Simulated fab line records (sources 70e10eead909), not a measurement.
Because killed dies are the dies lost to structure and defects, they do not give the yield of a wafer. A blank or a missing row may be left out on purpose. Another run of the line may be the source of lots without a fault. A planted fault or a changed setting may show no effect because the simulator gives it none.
fab line records | flow nand-harc
[record] lots = 6 wafers = 18 last-day = 24
route steps=1159 shown A_STAIRCASE@647
lots with no fault: from the same line, run without faults
start-h: the number of hours between the record's first day and the start of the first shown wafer of the lot | wait-h: time in hours since the lot's previous step | " same as the row above | L1.1+2: one row covering several wafers at once | - no value present, or no start provided | * or withheld: withheld | < > ~ a bound
route shown NAME@n: NAME is a module with steps in the file, n the number in the route of the first one | usual: average and standard deviation across the fault-free wafers | same: alike in all rows | chamber/n: place in a boat | sites: per-site readings | _std_site: their standard deviation | _edge_site: outer sites' mean less inner sites' | radius-mm: for every site, how far away it sits from the centre of the wafer | mask NAME#n: copy n | behind: the tool/chamber that last shaped the wafer | hold: cause of the lot's hold/its duration in hours/its outcome | device: names the non-switching transistor (n, p or np) | end of line: the route-end tests of the same wafers | a step given without rows: its recipe and nothing more | killed: count of dies lost to structure and defects at first sort (not the wafer's yield) | map: dies across one wafer; x = killed, . = not, _ = none there
set.NAME: the setting the step ran with; set.NAME@STEP: the setting that earlier step ran with | model.NAME: the simulator's own value behind a step, which no gauge read
a table for each step, a row for each wafer; lots at some steps of the route
services: the hour from which a tool's chamber was out of use, counted from the record's first day as start-h (under 0 if before that day), plus the number of hours and why
[[steps]]
[step NHARC_A_STAIRCASE_ETCH_253]
[recipe] target-depth-a = 500 time-s = 20.2 ion-energy-ev = 400 c4f8-flow-sccm = 20 o2-flow-sccm = 10 ar-flow-sccm = withheld rf-w = 600 bias-w = 1000 chemistry = C4F8/O2
[usual] oes-product-au = 0.952/0.018 rf-vpp-V = 896/6.2
// columns lot.wafer tool chamber start-h wait-h oes-product-au rf-hours-counter-h rf-vpp-V
L654.1 rie-diel-13 1 265.68 0.1 0.964 51 898
L654.3 " 2 " " 0.965 55 890
L654.5 " 0 " " 0.946 - 900
L658.4 rie-diel-13 2 271.51 0.2 0.931 58 888
L658.1 " 1 " " 0.942 54 899
L658.6 " 2 " " 0.936 - 887
L666.2 rie-diel-03 1 321.47 0.1 0.958 38 898
L666.6 " 2 " " 0.935 - 899
L666.5 " 3 " " 0.952 - 906
L672.1 rie-diel-13 0 353.63 0.1 0.944 21 899
L672.4 " 1 " " 0.948 21 898
L672.5 " 0 " " 0.935 - 900
L673.4 rie-diel-03 0 360.77 0.1 0.954 50 894
L673.1 " 1 " " 0.970 53 898
L673.6 " 3 " " 0.971 - 905
L677.1 rie-diel-03 2 390.28 0.2 0.927 58 900
L677.4 " 3 " " 0.922 58 905
L677.3 " 0 " " 0.919 59 893
[step NHARC_A_STAIRCASE_STRIP_254]
[recipe] power-w = 1500 temp-c = 250 chemistry = O2
[usual] drypump-motor-current-A = 5.7/0.32 heater-power-w = 349/30
// columns lot.wafer tool chamber start-h wait-h drypump-motor-current-A heater-power-w rf-hours-counter-h
L654.1 plasma-asher-01 0 265.76 - 6.0 324 53
L654.3 " 1 " " 5.4 322 -
L654.5 " 1 " " 5.4 324 -
L658.1 plasma-asher-01 0 271.64 - 6.0 321 56
L658.4 " 1 " " 5.4 329 -
L658.6 " 0 " " 6.0 315 -
L666.2 plasma-asher-01 1 321.60 - 5.5 351 11
L666.5 " 0 " " 6.1 339 -
L666.6 " 1 " " 5.4 342 -
L672.1 plasma-asher-01 1 353.72 - 5.4 346 22
L672.4 " 0 " " 6.0 338 -
L672.5 " 1 " " 5.4 344 -
L673.1 plasma-asher-01 1 360.95 - 5.4 350 24
L673.4 " 1 " " 5.5 346 -
L673.6 " 0 " " 6.0 335 -
L677.1 plasma-asher-02 0 390.51 - 6.0 418 8
L677.4 " 0 " " 6.0 422 -
L677.3 " 1 " " 5.3 335 -
[step NHARC_A_STAIRCASE_STRIP_255]
[recipe] time-s = 900 temp-c = 130 chemistry = SPM
[step NHARC_A_STAIRCASE_PRECLEAN_256]
[recipe] time-s = * temp-c = 50 bath-age-min = 0 chemistry = SC1
[step NHARC_A_STAIRCASE_SRD_257]
[step NHARC_A_STAIRCASE_HM_DEP_456]
[recipe] target-thk-a = 15000 temp-c = 400 material = aC
[usual] throttle-valve-pct = 34.999/0.0092
// columns lot.wafer tool chamber start-h wait-h throttle-valve-pct
L654.1 acl-dep-03 0 267.99 - 35.020
L654.3 " 0 " " 35.004
L654.5 " 0 " " 34.995
L658.1 acl-dep-03 0 274.16 - 34.989
L658.4 " 0 " " 34.990
L658.6 " 0 " " 35.017
L666.2 acl-dep-01 0 323.89 - 35.009
L666.5 " 0 " " 35.003
L666.6 " 0 " " 35.007
L672.1 acl-dep-01 0 356.49 - 35.007
L672.4 " 0 " " 35.009
L672.5 " 0 " " 34.991
L673.1 acl-dep-03 0 362.63 - 34.985
L673.4 " 0 " " 34.990
L673.6 " 0 " " 35.009
L677.1 acl-dep-02 0 393.79 - 35.010
L677.3 " 0 " " 34.996
L677.4 " 0 " " 35.001
[step NHARC_A_STAIRCASE_DEP_259]
[recipe] target-thk-a = 300 target-thk-nm = 30 temp-c = 400 pressure-torr = 3.5 flow-sccm = 200 rf-w = 350 material = SiON
[usual] heater-power-w = 784/130 showerhead-vpp-V = 1135/56
// columns lot.wafer tool chamber start-h wait-h heater-power-w showerhead-vpp-V
L654.3 pecvd-04 2 269.87 1.0 731 1184
L654.1 " 1 " " 865 1164
L654.5 " 1 " " 858 1193
L658.1 pecvd-03 1 276.08 1.6 735 1040
L658.6 " 2 " " 1017 1115
L658.4 " 1 " " 719 1036
L666.2 pecvd-02 2 325.65 1.4 481 1130
L666.5 " 0 " " 761 1231
L666.6 " 1 " " 801 1105
L672.1 pecvd-04 1 358.32 1.5 868 1184
L672.5 " 1 " " 844 1177
L672.4 " 2 " " 782 1181
L673.1 pecvd-02 2 364.56 1.6 603 1146
L673.4 " 1 " " 723 1130
L673.6 " 0 " " 827 1249
L677.3 pecvd-02 2 395.67 1.0 516 1131
L677.1 " 0 " " 829 1254
L677.4 " 0 " " 815 1245
[step NHARC_A_STAIRCASE_DEHYDRATE_281]
[recipe] temp-c = 150 time-s = 120
[step NHARC_A_STAIRCASE_HMDS_282]
[recipe] time-s = 30
[step NHARC_A_STAIRCASE_COAT_283]
[recipe] spin-rpm = 1200
[step NHARC_A_STAIRCASE_SOFTBAKE_284]
[recipe] temp-c = 135 time-s = 170
[step NHARC_A_STAIRCASE_EBR_285]
[step NHARC_A_STAIRCASE_EXPOSE_286]
[recipe] na = 0.5 dose-mj = 25.01 mask-id = CHOP_100
[usual] exposure-dose-mJ-cm2 = 25.009/0.024 focus-offset-nm = 0.0/0.48
// columns lot.wafer tool chamber start-h wait-h mask exposure-dose-mJ-cm2 focus-offset-nm
L654.1 krf-scanner-02 - 270.35 - CHOP_100#0 - -
L654.3 " - " " CHOP_100#0 - -
L654.5 " - " " CHOP_100#0 - -
L658.1 krf-scanner-04 - 276.63 - CHOP_100#0 - -
L658.4 " - " " CHOP_100#0 - -
L658.6 " - " " CHOP_100#0 - -
L666.2 krf-scanner-02 0 326.25 - CHOP_100#0 24.990 0.4
L666.5 " 0 " " CHOP_100#0 25.023 -0.2
L666.6 " 0 " " CHOP_100#0 24.986 -0.7
L672.1 krf-scanner-04 0 358.92 - CHOP_100#0 25.058 0.1
L672.4 " 0 " " CHOP_100#0 25.063 0.3
L672.5 " 0 " " CHOP_100#0 25.028 0.2
L673.1 krf-scanner-02 0 365.14 - CHOP_100#0 25.008 0.2
L673.4 " 0 " " CHOP_100#0 25.026 -0.2
L673.6 " 0 " " CHOP_100#0 25.018 -0.3
L677.1 krf-scanner-04 0 396.24 - CHOP_100#0 25.023 0.3
L677.3 " 0 " " CHOP_100#0 24.992 -0.4
L677.4 " 0 " " CHOP_100#0 25.020 0.5
[step NHARC_A_STAIRCASE_PEB_287]
[recipe] peb-temp-c = 115 peb-time-s = 130
[[services]]
// columns tool chamber start-h hours kind
pecvd-03 0 259.99 4.8 repair
pecvd-04 2 261.64 7.5 repair
rie-diel-13 - 270.66 0.1 repair
rie-diel-13 - 276.05 9.0 pm
plasma-asher-01 - 276.23 9.0 pm
rie-diel-13 2 288.70 9.7 repair
pecvd-03 - 292.19 13.0 pm
acl-dep-01 - 293.36 13.0 pm
krf-scanner-04 - 298.01 4.0 pm
rie-diel-13 2 316.71 5.8 repair
pecvd-04 - 329.46 3.8 repair
pecvd-02 - 334.00 13.0 pm
pecvd-03 0 334.99 6.3 repair
rie-diel-13 - 339.31 0.8 repair
acl-dep-02 - 350.94 13.0 pm
krf-scanner-02 - 362.57 0.5 repair
rie-diel-03 1 370.70 3.7 repair
rie-diel-03 2 373.90 5.3 repair
pecvd-04 - 377.73 13.0 pm
plasma-asher-01 - 379.44 0.9 repair
krf-scanner-02 - 382.00 4.0 pm
krf-scanner-04 - 388.13 5.8 repair
krf-scanner-02 - 390.80 1.4 repair
rie-diel-03 - 392.98 9.0 pm
[[key]]
[first-sign] step = NHARC_A_STAIRCASE_EXPOSE_286 reading = tool-record direction = missing
effect none on later readings
met-at NHARC_A_STAIRCASE_EXPOSE_286
struck-wafers L654.1,L654.3,L654.5,L658.1,L658.4,L658.6
later-rows-left-out L654.1,L654.3,L654.5,L658.1,L658.4,L658.6
sort-left-out L654.1,L654.3,L654.5,L658.1,L658.4,L658.6
tester-left-out L654,L658
[fault] kind = skipped-step-whole tool = krf-scanner-02,krf-scanner-04 chamber = - onset-h = 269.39 steps = NHARC_A_STAIRCASE_EXPOSE_286 scope = struck-lots-only
// tester-left-out: of these lots the tester's yield and bins aren't shown, on N5 and GAA mostly nor the transistor test; their killed dies are dies lost to structure and defects alone, not to doping, threshold or leakage, so they don't give the yield
// sort-left-out: the simulated sort isn't trusted on such a fault, so these wafers' sort isn't shown, and their yield isn't known
// later-rows-left-out: the simulator's readings of these wafers behind a module that went badly wrong aren't trusted and aren't shown, but for the sort
